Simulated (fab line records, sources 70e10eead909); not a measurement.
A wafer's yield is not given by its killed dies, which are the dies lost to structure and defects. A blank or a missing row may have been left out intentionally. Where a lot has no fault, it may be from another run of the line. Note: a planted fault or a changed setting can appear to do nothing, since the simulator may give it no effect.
fab line records	flow nandHarc
[record] lots = 12	wafers = 36	lastDay = 34
route steps=1302 shown P_GATE@141 END@1302
lots that met no fault: taken from a fault-free run of the same line
startH: the number of hours between the record's first day and the start of the first shown wafer of the lot	waitH: hours since the lot's step before	" repeats the value in the row above	L1.1+2: one row covering several wafers at once	- value missing, or start not given	* or withheld: withheld	< > ~ a bound
route shown NAME@n: NAME is a module with steps in the file, n the number in the route of the first one	usual: mean/standard deviation taken from wafers without a fault	same: alike in all rows	chamber/n: place in a boat	sites: each site's reading	_std_site: standard deviation across them	_edge_site: inner sites' mean taken away from outer sites' mean	radiusMm: how far each site lies from the wafer's centre	mask NAME#n: copy n	behind: the tool/chamber that last shaped the wafer	hold: why the lot was held/for how many hours/how that ended	device: names the non-switching transistor (n, p or np)	end of line: the same wafers' tests at the end of the route	a step without rows: its recipe alone	killed: at the first sort, the dies lost to defects and structure; wafer yield is something else	map: shows each die of a wafer: x if killed, . if not, _ if none is there
set.NAME: setting as actually run; set.NAME@STEP: the setting as run at that earlier step	model.NAME: the simulator's own value behind a step, which no gauge read
route steps across a sampled set of lots; one table per step, one row per wafer
services: from which hour (startH, from the record's first day; less than 0 if before it) a tool's chamber was out of use, for how many hours, and why
[[steps]]
[step NHARC_P_GATE_CD_MEAS_26]
[recipe] targetCdNm = 120	landingEnergyEv = 500
[usual] cdNm = 120.0/0.73
lot.wafer	tool	chamber	startH	waitH	cdNm
L420.2	cdSem-01	0	96.51	-	119.4
L420.3	"	0	"	"	119.7
L420.4	"	0	"	"	119.3
L421.1	cdSem-02	0	107.00	-	120.5
L421.2	"	0	"	"	119.7
L421.5	"	0	"	"	119.4
L423.3	cdSem-03	0	121.26	-	121.2
L423.4	"	0	"	"	120.8
L423.5	"	0	"	"	120.8
L424.4	cdSem-03	0	139.81	-	119.9
L424.5	"	0	"	"	120.0
L424.6	"	0	"	"	119.7
L425.1	cdSem-03	0	145.22	-	120.3
L425.2	"	0	"	"	120.1
L425.4	"	0	"	"	120.5
L428.2	cdSem-03	0	173.43	-	119.1
L428.3	"	0	"	"	118.9
L428.4	"	0	"	"	118.9
L429.2	cdSem-03	0	183.49	-	119.2
L429.3	"	0	"	"	119.4
L429.6	"	0	"	"	118.5
L438.1	cdSem-01	0	272.77	-	120.9
L438.3	"	0	"	"	120.7
L438.5	"	0	"	"	120.9
L439.3	cdSem-03	0	285.91	-	121.5
L439.4	"	0	"	"	120.6
L439.5	"	0	"	"	120.8
L440.2	cdSem-01	0	302.18	-	119.2
L440.3	"	0	"	"	119.3
L440.4	"	0	"	"	120.3
L442.1	cdSem-03	0	315.36	-	120.5
L442.3	"	0	"	"	121.3
L442.6	"	0	"	"	120.7
L443.3	cdSem-01	0	332.67	-	119.8
L443.4	"	0	"	"	119.5
L443.5	"	0	"	"	118.7
[step NHARC_P_GATE_ETCH_114]
[recipe] targetDepthA = 300	overetchA = 30	timeS = 16.5	ionEnergyEv = 100	cf4FlowSccm = 80	o2FlowSccm = 20	arFlowSccm = 0	rfW = 300	biasW = 100	chemistry = CF4/O2
[usual] biasW = 100.0/0.32	cf4FlowSccm = 80.01/0.24	drypumpMotorCurrentA = 5.5/0.41	oesProductAu = 0.999/0.011	rfVppV = 197.9/1.3	showerheadPlenumPTorr = 1.34/0.049	throttleValvePct = 13.397/0.0094
lot.wafer	tool	chamber	startH	waitH	biasW	cf4FlowSccm	drypumpMotorCurrentA	oesProductAu	rfHoursCounterH	rfVppV	showerheadPlenumPTorr	throttleValvePct
L420.2	rieDiel-01	1	-	-	99.7	79.88	5.5	1.012	2	198.6	1.38	13.402
L420.3	"	2	"	"	100.0	79.92	6.0	1.003	2	198.1	1.31	13.402
L420.4	"	3	"	"	99.6	80.28	5.1	0.999	3	197.5	1.29	13.395
L421.1	rieDiel-10	3	-	-	100.4	79.60	5.6	0.993	2	196.7	1.31	13.411
L421.2	"	1	"	"	99.9	79.98	5.5	0.994	3	196.4	1.33	13.402
L421.5	"	0	"	"	100.7	80.05	6.0	0.980	-	199.9	1.44	13.407
L423.4	rieDiel-03	3	-	-	100.1	80.05	6.1	1.006	0	195.4	1.26	13.397
L423.3	"	0	"	"	99.9	79.56	5.4	0.987	0	198.4	1.38	13.418
L423.5	"	3	"	"	99.6	79.93	6.1	0.998	-	197.2	1.26	13.393
L424.4	rieDiel-10	0	-	-	100.5	80.03	6.0	0.991	4	198.4	1.44	13.391
L424.6	"	0	"	"	100.4	79.93	6.0	0.993	-	199.3	1.44	13.393
L424.5	"	1	"	"	100.0	79.92	5.6	0.994	-	198.7	1.33	13.385
L425.1	rieDiel-10	2	-	-	100.2	80.41	5.7	1.014	4	197.7	1.35	13.406
L425.2	"	3	"	"	100.1	80.11	5.6	0.990	4	196.5	1.31	13.389
L425.4	"	0	"	"	99.8	79.99	6.0	0.990	5	200.6	1.44	13.380
L428.4	rieDiel-10	1	-	-	100.2	79.80	5.5	0.996	7	198.9	1.33	13.397
L428.3	"	3	"	"	100.4	79.70	5.6	0.989	6	197.4	1.31	13.407
L428.2	"	0	"	"	99.7	79.97	6.0	0.990	7	201.1	1.44	13.382
L429.2	rieDiel-01	3	-	-	99.7	80.25	5.1	0.983	8	197.2	1.29	13.372
L429.3	"	0	"	"	100.0	79.96	4.9	1.009	8	197.8	1.30	13.400
L429.6	"	0	"	"	99.8	80.19	4.9	1.011	-	197.2	1.30	13.409
L438.1	rieDiel-01	3	-	-	99.5	80.24	5.1	0.997	3	196.2	1.29	13.390
L438.3	"	0	"	"	100.2	79.80	4.9	1.007	2	197.9	1.30	13.414
L438.5	"	0	"	"	100.4	79.95	4.9	1.007	-	196.8	1.30	13.395
L439.4	rieDiel-10	3	-	-	100.6	79.92	5.6	1.014	2	197.7	1.31	13.386
L439.3	"	2	"	"	99.7	80.28	5.8	0.996	3	199.1	1.35	13.399
L439.5	"	3	"	"	100.3	80.14	5.6	1.007	-	197.7	1.31	13.390
L440.3	rieDiel-01	1	-	-	100.2	79.95	5.5	0.998	4	199.9	1.38	13.394
L440.2	"	2	"	"	100.2	80.18	6.0	0.998	5	196.6	1.30	13.407
L440.4	"	2	"	"	99.7	79.98	6.0	0.988	-	197.1	1.30	13.394
L442.3	rieDiel-03	1	-	-	99.7	80.11	6.1	1.006	3	197.8	1.37	13.404
L442.1	"	3	"	"	99.5	80.21	6.1	1.011	1	195.3	1.26	13.382
L442.6	"	2	"	"	99.7	80.24	4.9	0.989	-	199.2	1.37	13.411
L443.3	rieDiel-10	0	-	-	99.5	79.99	6.0	0.993	3	199.2	1.44	13.408
L443.4	"	3	"	"	100.0	80.28	5.6	1.009	4	197.8	1.31	13.397
L443.5	"	1	"	"	100.0	79.99	5.5	1.001	-	198.3	1.33	13.410
[step NHARC_P_GATE_ETCH_32]
[recipe] targetDepthA = 1500	overEtchFrac = 1	overEtchIonEnergyEv = 40	timeS = 100.1	hbrFlowSccm = 150	cl2FlowSccm = 50	rfW = 400	icpW = 400	biasW = 100	chemistry = HBr/Cl2
[usual] biasW = 99.97/0.3	chamberPressureMTorr = 15.001/0.012	drypumpMotorCurrentA = 5.8/0.41	oesProductAu = 1.005/0.0092	throttleValvePct = 26.407/0.0092
lot.wafer	tool	chamber	startH	waitH	biasW	chamberPressureMTorr	drypumpMotorCurrentA	oesProductAu	rfHoursCounterH	throttleValvePct
L420.3	rieSi-06	2	97.16	-	100.39	15.010	5.6	1.007	0.1	26.402
L420.4	"	0	"	"	99.75	14.989	6.2	1.008	0.1	26.421
L420.2	"	1	"	"	100.16	15.016	6.2	0.987	0.1	26.390
L421.1	rieSi-06	0	107.67	-	100.11	15.017	6.2	1.007	0.1	26.400
L421.2	"	1	"	"	99.61	15.004	6.2	0.998	0.2	26.407
L421.5	"	3	"	"	100.48	14.997	5.9	1.013	-	26.407
L423.3	rieSi-04	0	121.90	-	100.22	15.011	6.2	1.013	0.6	26.398
L423.4	"	1	"	"	99.82	15.013	5.6	1.002	0.7	26.401
L423.5	"	1	"	"	99.43	14.988	5.6	1.009	-	26.423
L424.4	rieSi-02	2	140.45	-	100.64	15.006	5.3	0.991	0.2	26.396
L424.6	"	2	"	"	100.70	15.010	5.3	1.004	-	26.409
L424.5	"	3	"	"	100.59	15.009	5.1	0.996	-	26.402
L425.1	rieSi-04	3	146.01	-	100.03	15.005	6.2	1.004	0.7	26.419
L425.2	"	0	"	"	99.77	14.984	6.2	1.011	0.8	26.412
L425.4	"	1	"	"	100.11	15.014	5.6	1.007	0.8	26.397
L428.3	rieSi-04	0	174.09	-	-	-	-	-	-	-
L428.4	"	1	"	"	-	-	-	-	-	-
L428.2	"	2	"	"	-	-	-	-	-	-
L429.3	rieSi-02	2	184.15	-	-	-	-	-	-	-
L429.2	"	0	"	"	-	-	-	-	-	-
L429.6	"	2	"	"	-	-	-	-	-	-
L438.1	rieSi-02	1	273.45	-	100.70	14.987	6.1	0.999	0.9	26.414
L438.3	"	2	"	"	100.37	14.999	5.2	1.007	1.2	26.414
L438.5	"	3	"	"	100.03	14.995	5.1	0.992	-	26.405
L439.4	rieSi-06	0	286.64	-	100.11	14.989	6.2	1.002	0.1	26.420
L439.3	"	1	"	"	100.14	14.997	6.2	0.991	0.2	26.403
L439.5	"	3	"	"	99.96	14.993	5.9	1.005	-	26.416
L440.4	rieSi-02	2	302.92	-	100.11	14.993	5.2	0.991	0.1	26.398
L440.2	"	3	"	"	99.74	14.988	5.1	1.009	0.1	26.412
L440.3	"	1	"	"	99.88	14.996	6.1	0.990	0.1	26.420
L442.1	rieSi-04	0	316.03	-	100.07	14.990	6.2	1.007	0.8	26.402
L442.3	"	1	"	"	100.28	15.015	5.6	1.006	0.7	26.404
L442.6	"	2	"	"	99.98	14.999	5.2	0.999	-	26.402
L443.3	rieSi-04	1	333.33	-	99.60	14.986	5.6	1.009	0.8	26.399
L443.4	"	2	"	"	100.01	15.008	5.3	1.008	1.0	26.405
L443.5	"	1	"	"	99.62	15.002	5.5	1.007	-	26.404
[step NHARC_P_GATE_ALD_36]
[recipe] targetThkA = 200	pulseTimeS = 60	aldCycles = 223	tempC = 400	material = SiNx
[usual] heaterPowerW = 827/76	precursorPulseHeightRel = 1.003/0.021
lot.wafer	tool	chamber	startH	waitH	heaterPowerW	precursorPulseHeightRel
L420.2	aldSin-03	3	97.95	-	800	1.012
L420.3	"	0	99.00	-	776	1.008
L420.4	"	1	100.05	-	908	0.994
L421.1	aldSin-04	0	110.55	-	827	0.976
L421.2	"	1	111.61	-	807	0.968
L421.5	"	2	112.66	-	756	1.012
L423.4	aldSin-03	3	123.76	-	801	1.002
L423.3	"	0	124.82	-	804	1.029
L423.5	"	3	127.99	-	788	1.006
L424.4	aldSin-04	1	143.31	-	807	0.995
L424.6	"	3	145.38	-	841	1.004
L424.5	"	0	146.41	-	831	1.010
L425.1	aldSin-01	2	146.79	-	889	0.992
L425.2	"	0	148.91	-	812	1.002
L425.4	"	1	149.97	-	941	1.002
L428.2	aldSin-01	3	174.87	-	919	0.981
L428.3	"	1	176.30	-	947	1.029
L428.4	"	2	182.01	-	905	1.027
L429.2	aldSin-03	3	184.94	-	758	1.009
L429.3	"	2	188.11	-	667	1.009
L429.6	"	0	190.23	-	755	0.966
L438.3	aldSin-03	0	274.21	-	777	1.009
L438.1	"	3	277.31	-	801	0.967
L438.5	"	1	279.37	-	948	1.001
L439.3	aldSin-04	2	287.42	-	753	1.021
L439.4	"	3	288.46	-	841	1.000
L439.5	"	2	291.61	-	757	1.015
L440.3	aldSin-03	3	303.72	-	793	1.007
L440.4	"	1	305.81	-	955	0.970
L440.2	"	2	306.86	-	686	0.983
L442.3	aldSin-04	2	316.80	-	764	1.012
L442.1	"	3	317.85	-	833	1.050
L442.6	"	2	321.01	-	779	1.008
L443.3	aldSin-01	3	335.15	-	851	0.984
L443.4	"	1	337.25	-	978	1.015
L443.5	"	3	339.35	-	857	0.977
[step NHARC_END_SORT_01]
[recipe] tempC = 25
[usual] killedAtArray = 53/18	killedAtOther = 1.0/1.2	killedAtPeriphery = 3.6/2.4	killedDies = 58/18	killedOpen = 3.4/1.8	killedShort = 2.3/1.5
[same] grossDies = 677
lot.wafer	tool	chamber	startH	waitH	killedAtArray	killedAtOther	killedAtPeriphery	killedDies	killedOpen	killedShort
L420.2	prober-02	0	572.36	2.8	23	0	3	26	2	2
L420.3	prober-02	0	573.18	3.1	26	1	5	32	8	1
L420.4	prober-02	0	573.99	3.4	20	0	6	26	1	2
L425.1	prober-02	0	619.40	2.5	34	3	1	38	2	1
L425.2	prober-02	0	620.20	2.8	43	3	2	48	3	5
L425.4	prober-02	0	621.80	3.4	38	2	5	45	4	4
L428.2	prober-02	0	644.66	2.8	50	0	627	677	5	5
L428.3	prober-02	0	645.46	3.1	53	1	623	677	3	1
L428.4	prober-02	0	646.25	3.4	48	1	628	677	6	6
L429.2	prober-02	0	652.41	2.8	48	1	628	677	4	3
L429.3	prober-02	0	653.20	3.1	39	0	638	677	4	1
L429.6	prober-02	0	655.57	4.0	40	0	637	677	3	0
// killed by level:class
L420.2 A_CHANNEL_HOLE_D2:chamberFilmFlake=5 A_DECK1_JOINT:chamberFilmFlake=4 A_STAIRCASE:chamberFilmFlake=4 A_ZERO_WELL:chamberFilmFlake=2 P_STI:chamberFilmFlake=2 A_CONTACT:chamberFilmFlake=2 A_BONDPAD:chamberFilmFlake=2 P_M0:geometricParticle:open=1
L420.3 A_STAIRCASE:chamberFilmFlake=6 A_CONTACT:chamberFilmFlake=5 A_DECK1_JOINT:chamberFilmFlake=3 A_CHANNEL_HOLE_D2:chamberFilmFlake=3 A_ONON_D1:geometricParticle:open=2 A_CHANNEL_FILL_D1:geometricParticle:open=2 A_DECK1_JOINT:geometricParticle:open=2 A_CHANNEL_HOLE_D1:chamberFilmFlake=2
L420.4 A_STAIRCASE:chamberFilmFlake=6 A_CHANNEL_HOLE_D2:chamberFilmFlake=5 A_ONON_D1:geometricParticle:short=2 P_STI:chamberFilmFlake=2 A_ZERO_WELL:chamberFilmFlake=2 A_CONTACT:chamberFilmFlake=2 A_CONTACT:unspecified=2 P_M0:geometricParticle:open=1
L425.1 A_CHANNEL_HOLE_D2:chamberFilmFlake=26 A_STAIRCASE:chamberFilmFlake=3 THIN_TSV:chamberFilmFlake=3 A_CHANNEL_FILL_D1:geometricParticle:short=1 A_CHANNEL_FILL_D1:geometricParticle:open=1 A_SGD_CUT:geometricParticle:open=1 P_STI:chamberFilmFlake=1 A_DECK1_JOINT:chamberFilmFlake=1
L425.2 A_CHANNEL_HOLE_D2:chamberFilmFlake=27 A_CONTACT:chamberFilmFlake=3 THIN_TSV:chamberFilmFlake=3 A_CHANNEL_HOLE_D1:chamberFilmFlake=2 A_ONON_D1:geometricParticle:short=1 A_CHANNEL_HOLE_D1:geometricParticle:short=1 A_CHANNEL_FILL_D2:geometricParticle:open=1 A_SLIT:geometricParticle:short=1
L425.4 A_CHANNEL_HOLE_D2:chamberFilmFlake=21 A_CONTACT:chamberFilmFlake=5 P_GATE:chamberFilmFlake=2 A_ZERO_WELL:chamberFilmFlake=2 A_CHANNEL_HOLE_D1:chamberFilmFlake=2 THIN_TSV:chamberFilmFlake=2 P_GATE:geometricParticle:short=1 P_M0:geometricParticle:short=1
L428.2 P_GATE:areaEtch=625 A_CHANNEL_HOLE_D2:chamberFilmFlake=29 A_CHANNEL_HOLE_D1:chamberFilmFlake=4 A_WL_FILL:chamberFilmFlake=3 A_CONTACT:chamberFilmFlake=3 A_DECK1_JOINT:geometricParticle:short=2 A_SLIT:chamberFilmFlake=2 P_CONTACT:geometricParticle:short=1
L428.3 P_GATE:areaEtch=622 A_CHANNEL_HOLE_D2:chamberFilmFlake=36 A_STAIRCASE:chamberFilmFlake=4 A_CONTACT:chamberFilmFlake=4 A_CHANNEL_HOLE_D1:chamberFilmFlake=2 A_CHANNEL_FILL_D1:chamberFilmFlake=2 A_DECK1_JOINT:chamberFilmFlake=2 P_M0:geometricParticle:open=1
L428.4 P_GATE:areaEtch=624 A_CHANNEL_HOLE_D2:chamberFilmFlake=28 A_CHANNEL_FILL_D1:chamberFilmFlake=4 A_CHANNEL_FILL_D2:geometricParticle:short=3 A_CHANNEL_HOLE_D1:chamberFilmFlake=2 A_WL_FILL:chamberFilmFlake=2 P_CONTACT:geometricParticle:open=1 P_CONTACT:geometricParticle:short=1
L429.2 P_GATE:areaEtch=621 A_SLIT:chamberFilmFlake=25 A_CHANNEL_HOLE_D2:chamberFilmFlake=14 P_CONTACT:chamberFilmFlake=2 P_M2:chamberFilmFlake=2 A_WL_FILL:chamberFilmFlake=2 A_CONTACT:chamberFilmFlake=2 P_M0:geometricParticle:open=1
L429.3 P_GATE:areaEtch=626 A_SLIT:chamberFilmFlake=20 P_CONTACT:chamberFilmFlake=8 A_CHANNEL_HOLE_D2:chamberFilmFlake=8 A_CHANNEL_HOLE_D1:chamberFilmFlake=5 P_ZERO_WELL:chamberFilmFlake=2 A_CONTACT:chamberFilmFlake=2 P_STI:geometricParticle:open=1
L429.6 P_GATE:areaEtch=631 A_SLIT:chamberFilmFlake=21 A_CHANNEL_HOLE_D2:chamberFilmFlake=8 P_CONTACT:chamberFilmFlake=5 A_CHANNEL_HOLE_D1:chamberFilmFlake=4 A_CHANNEL_FILL_D1:chamberFilmFlake=2 P_CONTACT:geometricParticle:open=1 A_CHANNEL_HOLE_D1:geometricParticle:open=1
[[services]]
tool	chamber	startH	hours	kind
aldSin-03	1	76.47	9.4	repair
aldSin-04	3	77.68	8.2	repair
aldSin-04	-	87.29	10.0	pm
rieSi-06	2	92.13	2.8	repair
aldSin-01	2	95.20	1.6	repair
rieSi-02	-	100.00	9.0	pm
aldSin-01	2	100.33	5.7	repair
aldSin-04	-	120.96	0.5	repair
aldSin-03	-	133.58	0.4	repair
rieSi-02	1	149.37	10.6	repair
rieSi-04	3	153.85	15.2	repair
rieSi-04	-	165.00	9.0	pm
aldSin-03	-	170.00	10.0	pm
rieDiel-01	-	203.88	9.0	pm
rieDiel-10	1	208.56	10.6	repair
rieDiel-01	0	216.30	5.2	repair
rieDiel-10	1	221.55	2.7	repair
aldSin-04	2	234.21	4.1	repair
rieSi-02	1	239.86	16.8	repair
rieDiel-10	-	242.77	9.0	pm
aldSin-04	3	261.96	17.3	repair
rieSi-02	-	277.00	9.0	pm
rieDiel-01	0	296.60	7.8	repair
rieDiel-10	1	318.84	3.5	repair
[[key]]
[firstSign] step = NHARC_P_GATE_ETCH_32	reading = toolRecord	direction = missing
[effect] step = NHARC_END_SORT_01	reading = killedAtPeriphery	direction = up	sigmas = 99+	usual = 3.6	struck = 630.2
[moreKillsBornAt] NHARC_P_GATE_ETCH_32@rieSi-02 = 1878	NHARC_P_GATE_ETCH_32@rieSi-04 = 1868
metAt NHARC_P_GATE_ETCH_32
struckLots L428,L429
laterRowsLeftOut L428.2,L428.3,L428.4,L429.2,L429.3,L429.6
testerLeftOut L428,L429
notActingAt NHARC_P_GATE_CD_MEAS_26,NHARC_P_GATE_ETCH_114,NHARC_P_GATE_ALD_36
onsetBetween 146.01 174.09
[fault] kind = skippedStepWhole	tool = rieSi-02,rieSi-04	chamber = -	onsetH = 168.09	steps = NHARC_P_GATE_ETCH_32	scope = struckLotsOnly
// testerLeftOut: of these lots the tester's yield and bins aren't shown, on N5 and GAA mostly nor the transistor test; their killed dies are dies lost to structure and defects alone, not to doping, threshold or leakage, so they don't give the yield
// laterRowsLeftOut: the simulator's readings of these wafers behind a module that went badly wrong aren't trusted and aren't shown, but for the sort
